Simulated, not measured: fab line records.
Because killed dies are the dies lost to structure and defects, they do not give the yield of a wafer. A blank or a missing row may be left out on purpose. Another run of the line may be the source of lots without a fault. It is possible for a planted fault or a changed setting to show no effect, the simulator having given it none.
Check for tools in common ; flow nand harc ; 12 lots, 36 wafers sampled

REASON FOR OPENING
Flagged at NHARC_P_GATE_CD_MEAS_91: reading cd nm, on 1 of 12 lots. No-fault wafers: 2000.5 nm, standard deviation 1.4.
Rule: a lot is flagged in two cases, either no wafer of it has a number, or all its wafers with numbers fall more than 4 standard deviations from that mean. The other lots count as sound.

lot;measured;on;cd nm (nm), wafer by wafer;flag
L327;day 5 14:24;cd sem-03;2001.2 1999.1 2000.6;
L326;day 5 15:20;cd sem-01;2001.6 2002.9 2000.9;
L331;day 6 11:49;cd sem-01;2001.3 1999.7 2001.1;
L332;day 6 21:10;cd sem-02;2000.2 2002.3 2001.5;
L333;day 7 12:22;cd sem-02;2001.3 2000.2 1999.4;
L335;day 7 12:50;cd sem-03;2000.4 1999.8 2002.4;
L334;day 7 13:28;cd sem-02;2000.6 2001.9 1999.5;
L337;day 8 12:28;cd sem-01;1975.5 1975.2 1974.5;FLAGGED
L340;day 9 07:19;cd sem-03;2001.2 1998.9 1999.0;
L347;day 10 10:26;cd sem-02;2001.7 1999.6 1998.2;
L348;day 11 02:11;cd sem-01;1998.6 1999.2 1997.7;
L349;day 11 02:38;cd sem-03;2002.0 2003.4 2002.3;
The numbers of the flagged lots are 1975.1 nm on average: -25.4 nm against the usual, or -18 standard deviations.

EACH LOT AND THE TOOL IT RAN ON
3 process steps preceding the reading are held in the record, out of 1159 steps in the route. Every cell lists first the tool, next ch and the chambers used by the sampled wafers, and last the start.
lot;flag;NHARC_P_GATE_STRIP_101;NHARC_P_GATE_STRIP_112;NHARC_P_GATE_EXPOSE_88
L327;;rie diel-01 ch 0,1,2, day 5 09:29;plasma asher-02 ch 0,1, day 5 13:13;krf scanner-02 ch 0, day 5 14:14
L326;;rie diel-01 ch 0,1,3, day 5 10:25;plasma asher-02 ch 0,1, day 5 14:13;krf scanner-02 ch 0, day 5 15:11
L331;;rie diel-01 ch 0,1,2, day 6 07:23;plasma asher-01 ch 1, day 6 10:38;krf scanner-03 ch 0, day 6 11:39
L332;;rie diel-07 ch 1,2, day 6 16:52;plasma asher-02 ch 0,1, day 6 20:14;krf scanner-03 ch 0, day 6 21:01
L333;;rie diel-08 ch 1,2,3, day 7 07:46;plasma asher-02 ch 0,1, day 7 11:23;krf scanner-03 ch 0, day 7 12:13
L335;;rie diel-07 ch 1,3, day 7 08:27;plasma asher-01 ch 0,1, day 7 11:39;krf scanner-04 ch 0, day 7 12:40
L334;;rie diel-07 ch 0,2,3, day 7 08:44;plasma asher-02 ch 0,1, day 7 12:19;krf scanner-03 ch 0, day 7 13:19
L337;FLAGGED;rie diel-01 ch 0,1,3, day 8 08:05;plasma asher-01 ch 0,1, day 8 11:17;krf scanner-04 ch 0, day 8 12:18
L340;;rie diel-01 ch 1,3, day 9 02:44;plasma asher-02 ch 1, day 9 06:06;krf scanner-03 ch 0, day 9 07:10
L347;;rie diel-07 ch 0,2, day 10 06:03;plasma asher-02 ch 0,1, day 10 09:18;krf scanner-02 ch 0, day 10 10:17
L348;;rie diel-08 ch 1,3, day 10 21:46;plasma asher-01 ch 1, day 11 01:02;krf scanner-04 ch 0, day 11 02:01
L349;;rie diel-08 ch 0,2, day 10 22:21;plasma asher-02 ch 0,1, day 11 01:34;krf scanner-04 ch 0, day 11 02:28
What is done by these steps:
- NHARC_P_GATE_STRIP_101: strips in O2, time 20 s.
- NHARC_P_GATE_STRIP_112: strips in N2/H2, time 200 s.
- NHARC_P_GATE_EXPOSE_88: exposes mask P HVN, target cd 2000 nm.
- NHARC_P_GATE_CD_MEAS_91: target cd 2000 nm.

FLAGGED OVER TOTAL, TOOL BY TOOL (the gauges that took the reading come last)
step;tool;lots run;flagged;share of the flagged lots;sound lots run after its first flagged lot
NHARC_P_GATE_STRIP_101;rie diel-01;5;1;all;1 (L340)
NHARC_P_GATE_STRIP_101;rie diel-07;4;0;none;-
NHARC_P_GATE_STRIP_101;rie diel-08;3;0;none;-
NHARC_P_GATE_STRIP_112;plasma asher-01;4;1;all;1 (L348)
NHARC_P_GATE_STRIP_112;plasma asher-02;8;0;none;-
NHARC_P_GATE_EXPOSE_88;krf scanner-02;3;0;none;-
NHARC_P_GATE_EXPOSE_88;krf scanner-03;5;0;none;-
NHARC_P_GATE_EXPOSE_88;krf scanner-04;4;1;all;2 (L348,L349)
NHARC_P_GATE_CD_MEAS_91;cd sem-01;4;1;all;1 (L348)
NHARC_P_GATE_CD_MEAS_91;cd sem-02;4;0;none;-
NHARC_P_GATE_CD_MEAS_91;cd sem-03;4;0;none;-

THE TABLE: WHAT IT ALLOWS
4 rows of the table ran every flagged lot: rie diel-01 at NHARC_P_GATE_STRIP_101, plasma asher-01 at NHARC_P_GATE_STRIP_112, krf scanner-04 at NHARC_P_GATE_EXPOSE_88, cd sem-01 at NHARC_P_GATE_CD_MEAS_91.
- rie diel-01 at NHARC_P_GATE_STRIP_101: 1 of its 5 lots flagged. After the first flagged lot (L340), sound lots still ran on it; a lasting fault on the whole tool would not permit that.
- plasma asher-01 at NHARC_P_GATE_STRIP_112: 1 of its 4 lots flagged. After the first flagged lot (L348), sound lots still ran on it; a lasting fault on the whole tool would not permit that.
- krf scanner-04 at NHARC_P_GATE_EXPOSE_88: 1 of its 4 lots flagged. After the first flagged lot (L348, L349), sound lots still ran on it; a lasting fault on the whole tool would not permit that.
- cd sem-01 at NHARC_P_GATE_CD_MEAS_91: 1 of its 4 lots flagged. After the first flagged lot (L348), sound lots still ran on it; a lasting fault on the whole tool would not permit that.
No row of the table ran every flagged lot and no sound lot after the first.

WHAT THE SIMULATOR HAD INSERTED
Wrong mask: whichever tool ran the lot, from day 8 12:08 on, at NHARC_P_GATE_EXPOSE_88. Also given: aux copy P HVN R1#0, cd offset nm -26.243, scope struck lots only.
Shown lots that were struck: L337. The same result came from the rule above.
